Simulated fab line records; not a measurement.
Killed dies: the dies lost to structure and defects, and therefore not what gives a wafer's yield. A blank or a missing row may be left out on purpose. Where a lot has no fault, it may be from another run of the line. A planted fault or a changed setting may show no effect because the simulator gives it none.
fab line records || flow nand-harc
[record] {"lots": 5, "wafers": 15, "last-day": 24}
route steps=1159 shown P_ZERO_WELL@44 END@1159
lots with no fault: from the same line, run without faults
start-h: hours from the record's first day to the start of the lot's first wafer shown || wait-h: hours elapsed since this lot's preceding step || " repeats the value in the row above || L1.1+2: a single row standing in for several wafers || - value missing, or start not given || * or withheld: withheld || < > ~ a bound
route shown NAME@n: a module of which the file shows steps, and the number in the route of the first || usual: the fault-free wafers' mean and standard deviation || same: alike in all rows || chamber/n: place in a boat || sites: per-site readings || _std_site: the standard deviation of these || _edge_site: outer sites' mean less inner sites' || radius-mm: for every site, how far away it sits from the centre of the wafer || mask NAME#n: copy n || behind: the last tool/chamber to shape the wafer || hold: what put the lot on hold/how long, in hours/how the hold closed || device: the n, p or np transistor that did not switch || end of line: the tests these same wafers got at the end of their route || a step given without rows: its recipe and nothing more || killed: not the wafer's yield, but the dies lost to structure and defects at the first sort || map: a wafer's dies, x killed, . not, _ none there
set.NAME: setting as actually run; set.NAME@STEP: the setting as run at that earlier step || model.NAME: the simulator's own value behind a step, which no gauge read
lots at selected steps of the route; one table per step, one row per wafer
services: from which hour (start-h, from the record's first day; less than 0 if before it) a tool's chamber was out of use, for how many hours, and why
[[steps]]
[step NHARC_P_ZERO_WELL_CD_MEAS_37]
[recipe] {"target-cd-nm": 720, "landing-energy-ev": 500}
[usual] {"cd-nm": "719.2/1.9"}
{"lot.wafer": "L731.3", "tool": "cd-sem-01", "chamber": 0, "start-h": 16.13, "wait-h": "-", "cd-nm": 717.9}
{"lot.wafer": "L731.4", "tool": "cd-sem-01", "chamber": 0, "start-h": 16.13, "wait-h": "-", "cd-nm": 719.1}
{"lot.wafer": "L731.6", "tool": "cd-sem-01", "chamber": 0, "start-h": 16.13, "wait-h": "-", "cd-nm": 718.5}
{"lot.wafer": "L738.2", "tool": "cd-sem-01", "chamber": 0, "start-h": 58.13, "wait-h": "-", "cd-nm": 719.2}
{"lot.wafer": "L738.4", "tool": "cd-sem-01", "chamber": 0, "start-h": 58.13, "wait-h": "-", "cd-nm": 716.1}
{"lot.wafer": "L738.5", "tool": "cd-sem-01", "chamber": 0, "start-h": 58.13, "wait-h": "-", "cd-nm": 719.2}
{"lot.wafer": "L746.3", "tool": "cd-sem-02", "chamber": 0, "start-h": 106.28, "wait-h": "-", "cd-nm": 719.0}
{"lot.wafer": "L746.4", "tool": "cd-sem-02", "chamber": 0, "start-h": 106.28, "wait-h": "-", "cd-nm": 719.5}
{"lot.wafer": "L746.5", "tool": "cd-sem-02", "chamber": 0, "start-h": 106.28, "wait-h": "-", "cd-nm": 722.7}
{"lot.wafer": "L749.4", "tool": "cd-sem-03", "chamber": 0, "start-h": 124.23, "wait-h": "-", "cd-nm": 719.5}
{"lot.wafer": "L749.5", "tool": "cd-sem-03", "chamber": 0, "start-h": 124.23, "wait-h": "-", "cd-nm": 716.7}
{"lot.wafer": "L749.6", "tool": "cd-sem-03", "chamber": 0, "start-h": 124.23, "wait-h": "-", "cd-nm": 718.3}
{"lot.wafer": "L754.1", "tool": "cd-sem-02", "chamber": 0, "start-h": 153.97, "wait-h": "-", "cd-nm": 721.1}
{"lot.wafer": "L754.2", "tool": "cd-sem-02", "chamber": 0, "start-h": 153.97, "wait-h": "-", "cd-nm": 719.9}
{"lot.wafer": "L754.5", "tool": "cd-sem-02", "chamber": 0, "start-h": 153.97, "wait-h": "-", "cd-nm": 719.6}
[step NHARC_P_ZERO_WELL_HARDBAKE_38]
[recipe] {"temp-c": 125, "time-s": 80}
[step NHARC_P_ZERO_WELL_DESCUM_39]
[recipe] {"time-s": 3, "o2-flow-sccm": 200, "ar-flow-sccm": 0, "bias-power-w": 0, "chemistry": "O2"}
[usual] {"drypump-motor-current-A": "5.6/0.34", "oes-product-au": "1.005/0.012", "rf-vpp-V": "57.9/0.86", "showerhead-plenum-p-Torr": "1.95/0.069", "throttle-valve-pct": "11.312/0.009"}
[same] {"time-s": 3}
{"lot.wafer": "L731.3", "tool": "rie-diel-12", "chamber": 1, "start-h": 16.34, "wait-h": "-", "drypump-motor-current-A": 6.3, "oes-product-au": 1.000, "rf-hours-counter-h": 9, "rf-vpp-V": 58.0, "showerhead-plenum-p-Torr": 2.03, "throttle-valve-pct": 11.307}
{"lot.wafer": "L731.4", "tool": "rie-diel-12", "chamber": 2, "start-h": 16.34, "wait-h": "-", "drypump-motor-current-A": 5.1, "oes-product-au": 0.992, "rf-hours-counter-h": 9, "rf-vpp-V": 57.6, "showerhead-plenum-p-Torr": 1.94, "throttle-valve-pct": 11.312}
{"lot.wafer": "L731.6", "tool": "rie-diel-12", "chamber": 3, "start-h": 16.34, "wait-h": "-", "drypump-motor-current-A": 6.1, "oes-product-au": 0.999, "rf-hours-counter-h": "-", "rf-vpp-V": 57.5, "showerhead-plenum-p-Torr": 1.86, "throttle-valve-pct": 11.305}
{"lot.wafer": "L738.2", "tool": "rie-diel-12", "chamber": 0, "start-h": 58.31, "wait-h": "-", "drypump-motor-current-A": 5.7, "oes-product-au": 1.019, "rf-hours-counter-h": 3, "rf-vpp-V": 57.6, "showerhead-plenum-p-Torr": 2.06, "throttle-valve-pct": 11.312}
{"lot.wafer": "L738.4", "tool": "rie-diel-12", "chamber": 1, "start-h": 58.31, "wait-h": "-", "drypump-motor-current-A": 6.3, "oes-product-au": 1.005, "rf-hours-counter-h": 2, "rf-vpp-V": 58.1, "showerhead-plenum-p-Torr": 2.03, "throttle-valve-pct": 11.308}
{"lot.wafer": "L738.5", "tool": "rie-diel-12", "chamber": 3, "start-h": 58.31, "wait-h": "-", "drypump-motor-current-A": 6.1, "oes-product-au": 1.004, "rf-hours-counter-h": "-", "rf-vpp-V": 59.0, "showerhead-plenum-p-Torr": 1.86, "throttle-valve-pct": 11.316}
{"lot.wafer": "L746.3", "tool": "rie-diel-11", "chamber": 3, "start-h": 106.44, "wait-h": "-", "drypump-motor-current-A": 5.4, "oes-product-au": 1.000, "rf-hours-counter-h": 6, "rf-vpp-V": 59.6, "showerhead-plenum-p-Torr": 1.95, "throttle-valve-pct": 11.299}
{"lot.wafer": "L746.4", "tool": "rie-diel-11", "chamber": 1, "start-h": 106.44, "wait-h": "-", "drypump-motor-current-A": 5.2, "oes-product-au": 0.999, "rf-hours-counter-h": 6, "rf-vpp-V": 57.3, "showerhead-plenum-p-Torr": 1.94, "throttle-valve-pct": 11.306}
{"lot.wafer": "L746.5", "tool": "rie-diel-11", "chamber": 3, "start-h": 106.44, "wait-h": "-", "drypump-motor-current-A": 5.4, "oes-product-au": 1.004, "rf-hours-counter-h": "-", "rf-vpp-V": 57.8, "showerhead-plenum-p-Torr": 1.95, "throttle-valve-pct": 11.312}
{"lot.wafer": "L749.4", "tool": "rie-diel-08", "chamber": 0, "start-h": 124.42, "wait-h": "-", "drypump-motor-current-A": 6.0, "oes-product-au": 0.999, "rf-hours-counter-h": 10, "rf-vpp-V": 58.9, "showerhead-plenum-p-Torr": 2.00, "throttle-valve-pct": 11.310}
{"lot.wafer": "L749.6", "tool": "rie-diel-08", "chamber": 1, "start-h": 124.42, "wait-h": "-", "drypump-motor-current-A": 5.4, "oes-product-au": 0.995, "rf-hours-counter-h": "-", "rf-vpp-V": 58.0, "showerhead-plenum-p-Torr": 1.80, "throttle-valve-pct": 11.300}
{"lot.wafer": "L749.5", "tool": "rie-diel-08", "chamber": 2, "start-h": 124.42, "wait-h": "-", "drypump-motor-current-A": 5.7, "oes-product-au": 1.008, "rf-hours-counter-h": "-", "rf-vpp-V": 58.8, "showerhead-plenum-p-Torr": 1.92, "throttle-valve-pct": 11.317}
{"lot.wafer": "L754.1", "tool": "rie-diel-11", "chamber": 0, "start-h": 154.13, "wait-h": "-", "drypump-motor-current-A": 5.4, "oes-product-au": 1.019, "rf-hours-counter-h": 9, "rf-vpp-V": 58.2, "showerhead-plenum-p-Torr": 2.01, "throttle-valve-pct": 11.319}
{"lot.wafer": "L754.2", "tool": "rie-diel-11", "chamber": 1, "start-h": 154.13, "wait-h": "-", "drypump-motor-current-A": 5.2, "oes-product-au": 1.011, "rf-hours-counter-h": 10, "rf-vpp-V": 58.1, "showerhead-plenum-p-Torr": 1.93, "throttle-valve-pct": 11.298}
{"lot.wafer": "L754.5", "tool": "rie-diel-11", "chamber": 1, "start-h": 154.13, "wait-h": "-", "drypump-motor-current-A": 5.2, "oes-product-au": 1.007, "rf-hours-counter-h": "-", "rf-vpp-V": 57.7, "showerhead-plenum-p-Torr": 1.93, "throttle-valve-pct": 11.314}
[step NHARC_P_ZERO_WELL_IMPLANT_40]
[recipe] {"energy-kev": 300, "dose-cm2": 1e+13, "tilt-deg": 7}
[step NHARC_P_ZERO_WELL_IMPLANT_59]
[recipe] {"energy-kev": 120, "dose-cm2": 5e+12, "tilt-deg": 7}
[step NHARC_P_ZERO_WELL_IMPLANT_60]
[recipe] {"energy-kev": 30, "dose-cm2": 2e+12, "tilt-deg": 7}
[step NHARC_P_ZERO_WELL_STRIP_41]
[recipe] {"time-s": 840, "temp-c": 130, "chemistry": "SPM"}
[step NHARC_P_ZERO_WELL_DEHYDRATE_44]
[recipe] {"temp-c": 150, "time-s": 120}
[step NHARC_P_ZERO_WELL_HMDS_45]
[recipe] {"time-s": 30}
[step NHARC_P_ZERO_WELL_COAT_46]
[recipe] {"spin-rpm": "withheld"}
[step NHARC_P_ZERO_WELL_SOFTBAKE_47]
[recipe] {"temp-c": 122, "time-s": 95}
[step NHARC_P_ZERO_WELL_EBR_48]
[step NHARC_P_ZERO_WELL_EXPOSE_49]
[recipe] {"na": 0.6, "target-cd-nm": 2000, "dose-mj": 22.64, "mask-id": "P_HVPW"}
{"lot.wafer": "L731.3+4+6", "tool": "krf-scanner-02", "chamber": 0, "start-h": 17.65, "wait-h": "-", "mask": "P_HVPW#0"}
{"lot.wafer": "L738.2+4+5", "tool": "krf-scanner-03", "chamber": 0, "start-h": 59.49, "wait-h": "-", "mask": "P_HVPW_R1#0"}
{"lot.wafer": "L746.3+4+5", "tool": "krf-scanner-04", "chamber": 0, "start-h": 107.76, "wait-h": "-", "mask": "P_HVPW#0"}
{"lot.wafer": "L749.4+5+6", "tool": "krf-scanner-03", "chamber": 0, "start-h": 125.73, "wait-h": "-", "mask": "P_HVPW#0"}
{"lot.wafer": "L754.1+2+5", "tool": "krf-scanner-03", "chamber": 0, "start-h": 155.33, "wait-h": "-", "mask": "P_HVPW#0"}
[step NHARC_P_ZERO_WELL_PEB_50]
[recipe] {"peb-temp-c": 118, "peb-time-s": 85}
[step NHARC_P_ZERO_WELL_DEVELOP_51]
[recipe] {"time-s": 70}
[step NHARC_P_ZERO_WELL_CD_MEAS_52]
[recipe] {"target-cd-nm": 2000, "landing-energy-ev": 500}
[usual] {"cd-nm": "1999.0/2.3"}
{"lot.wafer": "L731.3", "tool": "cd-sem-03", "chamber": 0, "start-h": 17.80, "wait-h": "-", "cd-nm": 1997.0}
{"lot.wafer": "L731.4", "tool": "cd-sem-03", "chamber": 0, "start-h": 17.80, "wait-h": "-", "cd-nm": 1997.4}
{"lot.wafer": "L731.6", "tool": "cd-sem-03", "chamber": 0, "start-h": 17.80, "wait-h": "-", "cd-nm": 2000.7}
{"lot.wafer": "L738.2", "tool": "cd-sem-01", "chamber": 0, "start-h": 59.65, "wait-h": "-", "cd-nm": 1952.8}
{"lot.wafer": "L738.4", "tool": "cd-sem-01", "chamber": 0, "start-h": 59.65, "wait-h": "-", "cd-nm": 1953.1}
{"lot.wafer": "L738.5", "tool": "cd-sem-01", "chamber": 0, "start-h": 59.65, "wait-h": "-", "cd-nm": 1950.7}
{"lot.wafer": "L746.3", "tool": "cd-sem-01", "chamber": 0, "start-h": 107.91, "wait-h": "-", "cd-nm": 1998.2}
{"lot.wafer": "L746.4", "tool": "cd-sem-01", "chamber": 0, "start-h": 107.91, "wait-h": "-", "cd-nm": 2000.7}
{"lot.wafer": "L746.5", "tool": "cd-sem-01", "chamber": 0, "start-h": 107.91, "wait-h": "-", "cd-nm": 1999.7}
{"lot.wafer": "L749.4", "tool": "cd-sem-03", "chamber": 0, "start-h": 125.88, "wait-h": "-", "cd-nm": 1999.4}
{"lot.wafer": "L749.5", "tool": "cd-sem-03", "chamber": 0, "start-h": 125.88, "wait-h": "-", "cd-nm": 2002.4}
{"lot.wafer": "L749.6", "tool": "cd-sem-03", "chamber": 0, "start-h": 125.88, "wait-h": "-", "cd-nm": 2000.4}
{"lot.wafer": "L754.1", "tool": "cd-sem-03", "chamber": 0, "start-h": 155.49, "wait-h": "-", "cd-nm": 1996.1}
{"lot.wafer": "L754.2", "tool": "cd-sem-03", "chamber": 0, "start-h": 155.49, "wait-h": "-", "cd-nm": 1996.0}
{"lot.wafer": "L754.5", "tool": "cd-sem-03", "chamber": 0, "start-h": 155.49, "wait-h": "-", "cd-nm": 2000.6}
[step NHARC_P_ZERO_WELL_HARDBAKE_53]
[recipe] {"temp-c": 125, "time-s": 80}
[step NHARC_P_ZERO_WELL_DESCUM_54]
[recipe] {"time-s": 3, "o2-flow-sccm": 200, "ar-flow-sccm": 0, "bias-power-w": 0, "chemistry": "O2"}
[usual] {"drypump-motor-current-A": "5.6/0.39", "oes-product-au": "1.005/0.011", "rf-vpp-V": "57.9/0.89", "showerhead-plenum-p-Torr": "1.95/0.069", "throttle-valve-pct": "11.312/0.0086"}
[same] {"time-s": 3}
{"lot.wafer": "L731.4", "tool": "rie-diel-12", "chamber": 3, "start-h": 17.95, "wait-h": "-", "drypump-motor-current-A": 6.1, "oes-product-au": 1.002, "rf-hours-counter-h": 10.3, "rf-vpp-V": 56.3, "showerhead-plenum-p-Torr": 1.86, "throttle-valve-pct": 11.318, "model.P_ZERO_WELL.cd-nm": 1998}
{"lot.wafer": "L731.3", "tool": "rie-diel-12", "chamber": 0, "start-h": 17.95, "wait-h": "-", "drypump-motor-current-A": 5.8, "oes-product-au": 0.998, "rf-hours-counter-h": 9.2, "rf-vpp-V": 57.5, "showerhead-plenum-p-Torr": 2.06, "throttle-valve-pct": 11.324, "model.P_ZERO_WELL.cd-nm": 1996}
{"lot.wafer": "L731.6", "tool": "rie-diel-12", "chamber": 3, "start-h": 17.95, "wait-h": "-", "drypump-motor-current-A": 6.1, "oes-product-au": 0.999, "rf-hours-counter-h": "-", "rf-vpp-V": 57.4, "showerhead-plenum-p-Torr": 1.86, "throttle-valve-pct": 11.308, "model.P_ZERO_WELL.cd-nm": 2002}
{"lot.wafer": "L738.2", "tool": "rie-diel-08", "chamber": 1, "start-h": 59.80, "wait-h": "-", "drypump-motor-current-A": 5.3, "oes-product-au": 1.001, "rf-hours-counter-h": 5.6, "rf-vpp-V": 58.5, "showerhead-plenum-p-Torr": 1.80, "throttle-valve-pct": 11.310, "model.P_ZERO_WELL.cd-nm": 1952}
{"lot.wafer": "L738.5", "tool": "rie-diel-08", "chamber": 1, "start-h": 59.80, "wait-h": "-", "drypump-motor-current-A": 5.3, "oes-product-au": 0.997, "rf-hours-counter-h": "-", "rf-vpp-V": 57.6, "showerhead-plenum-p-Torr": 1.80, "throttle-valve-pct": 11.307, "model.P_ZERO_WELL.cd-nm": 1951}
{"lot.wafer": "L738.4", "tool": "rie-diel-08", "chamber": 3, "start-h": 59.80, "wait-h": "-", "drypump-motor-current-A": 6.0, "oes-product-au": 0.986, "rf-hours-counter-h": "-", "rf-vpp-V": 56.2, "showerhead-plenum-p-Torr": 1.90, "throttle-valve-pct": 11.312, "model.P_ZERO_WELL.cd-nm": 1953}
{"lot.wafer": "L746.3", "tool": "rie-diel-11", "chamber": 1, "start-h": 108.07, "wait-h": "-", "drypump-motor-current-A": 5.2, "oes-product-au": 0.998, "rf-hours-counter-h": 6.5, "rf-vpp-V": 58.4, "showerhead-plenum-p-Torr": 1.93, "throttle-valve-pct": 11.311, "model.P_ZERO_WELL.cd-nm": 1999}
{"lot.wafer": "L746.4", "tool": "rie-diel-11", "chamber": 3, "start-h": 108.07, "wait-h": "-", "drypump-motor-current-A": 5.4, "oes-product-au": 0.999, "rf-hours-counter-h": 6.1, "rf-vpp-V": 59.1, "showerhead-plenum-p-Torr": 1.95, "throttle-valve-pct": 11.323, "model.P_ZERO_WELL.cd-nm": 2001}
{"lot.wafer": "L746.5", "tool": "rie-diel-11", "chamber": 1, "start-h": 108.07, "wait-h": "-", "drypump-motor-current-A": 5.2, "oes-product-au": 1.002, "rf-hours-counter-h": "-", "rf-vpp-V": 58.4, "showerhead-plenum-p-Torr": 1.93, "throttle-valve-pct": 11.320, "model.P_ZERO_WELL.cd-nm": 2000}
{"lot.wafer": "L749.4", "tool": "rie-diel-11", "chamber": 3, "start-h": 126.07, "wait-h": "-", "drypump-motor-current-A": 5.4, "oes-product-au": 0.988, "rf-hours-counter-h": 7.2, "rf-vpp-V": 56.0, "showerhead-plenum-p-Torr": 1.95, "throttle-valve-pct": 11.325, "model.P_ZERO_WELL.cd-nm": 2000}
{"lot.wafer": "L749.6", "tool": "rie-diel-11", "chamber": 0, "start-h": 126.07, "wait-h": "-", "drypump-motor-current-A": 5.4, "oes-product-au": 1.002, "rf-hours-counter-h": "-", "rf-vpp-V": 57.5, "showerhead-plenum-p-Torr": 2.01, "throttle-valve-pct": 11.299, "model.P_ZERO_WELL.cd-nm": 2000}
{"lot.wafer": "L749.5", "tool": "rie-diel-11", "chamber": 1, "start-h": 126.07, "wait-h": "-", "drypump-motor-current-A": 5.2, "oes-product-au": 0.996, "rf-hours-counter-h": "-", "rf-vpp-V": 58.2, "showerhead-plenum-p-Torr": 1.93, "throttle-valve-pct": 11.304, "model.P_ZERO_WELL.cd-nm": 2003}
{"lot.wafer": "L754.2", "tool": "rie-diel-11", "chamber": 2, "start-h": 155.66, "wait-h": "-", "drypump-motor-current-A": 5.6, "oes-product-au": 1.012, "rf-hours-counter-h": 9.9, "rf-vpp-V": 58.1, "showerhead-plenum-p-Torr": 1.98, "throttle-valve-pct": 11.304, "model.P_ZERO_WELL.cd-nm": 1996}
{"lot.wafer": "L754.1", "tool": "rie-diel-11", "chamber": 0, "start-h": 155.66, "wait-h": "-", "drypump-motor-current-A": 5.4, "oes-product-au": 1.024, "rf-hours-counter-h": 8.9, "rf-vpp-V": 57.0, "showerhead-plenum-p-Torr": 2.01, "throttle-valve-pct": 11.319, "model.P_ZERO_WELL.cd-nm": 1996}
{"lot.wafer": "L754.5", "tool": "rie-diel-11", "chamber": 1, "start-h": 155.66, "wait-h": "-", "drypump-motor-current-A": 5.2, "oes-product-au": 1.021, "rf-hours-counter-h": "-", "rf-vpp-V": 57.6, "showerhead-plenum-p-Torr": 1.93, "throttle-valve-pct": 11.317, "model.P_ZERO_WELL.cd-nm": 2002}
[step NHARC_P_ZERO_WELL_IMPLANT_55]
[recipe] {"energy-kev": 180, "dose-cm2": 8e+11, "tilt-deg": 7}
[step NHARC_END_SORT_01]
[recipe] {"temp-c": 25}
[usual] {"killed-at-array": "28/11", "killed-at-other": "0.8/1.1", "killed-at-periphery": "3.3/2.8", "killed-dies": "32/11", "killed-open": "3.3/1.9", "killed-short": "1.9/1.4"}
[same] {"gross-dies": 677}
{"lot.wafer": "L738.2", "tool": "prober-01", "chamber": 0, "start-h": 477.79, "wait-h": 2.8, "killed-at-array": 17, "killed-at-other": 1, "killed-at-periphery": 3, "killed-dies": 21, "killed-open": 6, "killed-short": 0}
{"lot.wafer": "L738.4", "tool": "prober-01", "chamber": 0, "start-h": 479.40, "wait-h": 3.4, "killed-at-array": 17, "killed-at-other": 0, "killed-at-periphery": 2, "killed-dies": 19, "killed-open": 3, "killed-short": 1}
{"lot.wafer": "L738.5", "tool": "prober-01", "chamber": 0, "start-h": 480.20, "wait-h": 3.7, "killed-at-array": 7, "killed-at-other": 0, "killed-at-periphery": 6, "killed-dies": 13, "killed-open": 5, "killed-short": 2}
{"lot.wafer": "L746.5", "tool": "prober-02", "chamber": 0, "start-h": 556.36, "wait-h": 3.7, "killed-at-array": 49, "killed-at-other": 0, "killed-at-periphery": 1, "killed-dies": 50, "killed-open": 2, "killed-short": 3}
// killed by level:class
L738.2 A_CHANNEL_HOLE_D1:chamber-film-flake=6 P_GATE:chamber-film-flake=3 A_CONTACT:chamber-film-flake=3 A_M0:geometric-particle:open=2 A_STAIRCASE:chamber-film-flake=2 A_ONON_D1:geometric-particle:open=1 A_CHANNEL_FILL_D1:geometric-particle:open=1 A_CONTACT:geometric-particle:open=1
L738.4 A_CHANNEL_HOLE_D1:chamber-film-flake=6 A_CONTACT:chamber-film-flake=6 A_STAIRCASE:chamber-film-flake=3 P_GATE:geometric-particle:short=1 P_BONDPAD:geometric-particle:open=1 A_ONON_D1:geometric-particle:open=1 A_CHANNEL_FILL_D1:geometric-particle:open=1
L738.5 A_STAIRCASE:chamber-film-flake=3 P_GATE:geometric-particle:open=2 P_CONTACT:geometric-particle:open=2 P_M0:geometric-particle:open=1 A_ONON_D1:geometric-particle:short=1 A_CHANNEL_FILL_D1:geometric-particle:short=1 P_ZERO_WELL:chamber-film-flake=1 A_CHANNEL_HOLE_D1:chamber-film-flake=1
L746.5 A_CHANNEL_HOLE_D1:chamber-film-flake=19 A_SLIT:chamber-film-flake=13 A_CONTACT:chamber-film-flake=10 A_CONTACT:geometric-particle:short=2 A_STAIRCASE:chamber-film-flake=2 A_CHANNEL_FILL_D1:geometric-particle:short=1 A_CHANNEL_FILL_D1:geometric-particle:open=1 A_WL_FILL:geometric-particle:open=1
[[services]]
{"tool": "krf-scanner-03", "chamber": "-", "start-h": -4.00, "hours": 4.0, "kind": "pm"}
{"tool": "rie-diel-11", "chamber": "-", "start-h": 12.50, "hours": 9.0, "kind": "pm"}
{"tool": "rie-diel-11", "chamber": 0, "start-h": 12.50, "hours": 9.0, "kind": "vent-cycle"}
{"tool": "rie-diel-11", "chamber": 1, "start-h": 12.50, "hours": 9.0, "kind": "vent-cycle"}
{"tool": "rie-diel-11", "chamber": 2, "start-h": 12.50, "hours": 9.0, "kind": "vent-cycle"}
{"tool": "rie-diel-11", "chamber": 3, "start-h": 12.50, "hours": 9.0, "kind": "vent-cycle"}
{"tool": "rie-diel-12", "chamber": 2, "start-h": 19.39, "hours": 2.9, "kind": "repair"}
{"tool": "rie-diel-11", "chamber": 0, "start-h": 21.50, "hours": "-", "kind": "clean"}
{"tool": "rie-diel-11", "chamber": 1, "start-h": 21.50, "hours": "-", "kind": "clean"}
{"tool": "rie-diel-11", "chamber": 2, "start-h": 21.50, "hours": "-", "kind": "clean"}
{"tool": "rie-diel-11", "chamber": 3, "start-h": 21.50, "hours": "-", "kind": "clean"}
{"tool": "rie-diel-12", "chamber": "-", "start-h": 25.40, "hours": 9.0, "kind": "pm"}
{"tool": "krf-scanner-02", "chamber": "-", "start-h": 38.00, "hours": 4.0, "kind": "pm"}
{"tool": "rie-diel-12", "chamber": "-", "start-h": 38.03, "hours": 0.2, "kind": "repair"}
{"tool": "rie-diel-11", "chamber": 0, "start-h": 46.00, "hours": "-", "kind": "clean"}
{"tool": "rie-diel-11", "chamber": 1, "start-h": 46.00, "hours": "-", "kind": "clean"}
{"tool": "krf-scanner-03", "chamber": "-", "start-h": 50.23, "hours": 0.5, "kind": "repair"}
{"tool": "rie-diel-08", "chamber": 2, "start-h": 53.15, "hours": 6.8, "kind": "repair"}
{"tool": "rie-diel-11", "chamber": 0, "start-h": 82.37, "hours": 8.3, "kind": "repair"}
{"tool": "krf-scanner-03", "chamber": "-", "start-h": 100.88, "hours": 11.7, "kind": "repair"}
{"tool": "rie-diel-08", "chamber": "-", "start-h": 124.80, "hours": 9.0, "kind": "pm"}
{"tool": "rie-diel-08", "chamber": 1, "start-h": 135.30, "hours": 4.5, "kind": "repair"}
{"tool": "rie-diel-12", "chamber": "-", "start-h": 153.12, "hours": 1.3, "kind": "repair"}
{"tool": "rie-diel-08", "chamber": 3, "start-h": 155.32, "hours": 6.7, "kind": "repair"}
[[key]]
[first-sign] {"step": "NHARC_P_ZERO_WELL_EXPOSE_49", "reading": "mask", "direction": "changed"}
[effect] {"step": "NHARC_P_ZERO_WELL_CD_MEAS_52", "reading": "cd-nm", "direction": "down", "sigmas": 21, "usual": 1999.0, "struck": 1952.2}
[model-effect] {"step": "NHARC_P_ZERO_WELL_DESCUM_54", "value": "P_ZERO_WELL.cd-nm", "without": 1998, "struck": 1952}
met-at NHARC_P_ZERO_WELL_EXPOSE_49
struck-wafers L738.2,L738.4,L738.5
tester-left-out L738
[fault] {"kind": "wrong-mask", "tool": "any", "chamber": "-", "onset-h": 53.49, "steps": "NHARC_P_ZERO_WELL_EXPOSE_49", "aux-copy": "P_HVPW_R1#0", "cd-offset-nm": -45.788, "scope": "struck-lots-only"}
// tester-left-out: of these lots the tester's yield and bins aren't shown, on N5 and GAA mostly nor the transistor test; their killed dies are dies lost to structure and defects alone, not to doping, threshold or leakage, so they don't give the yield
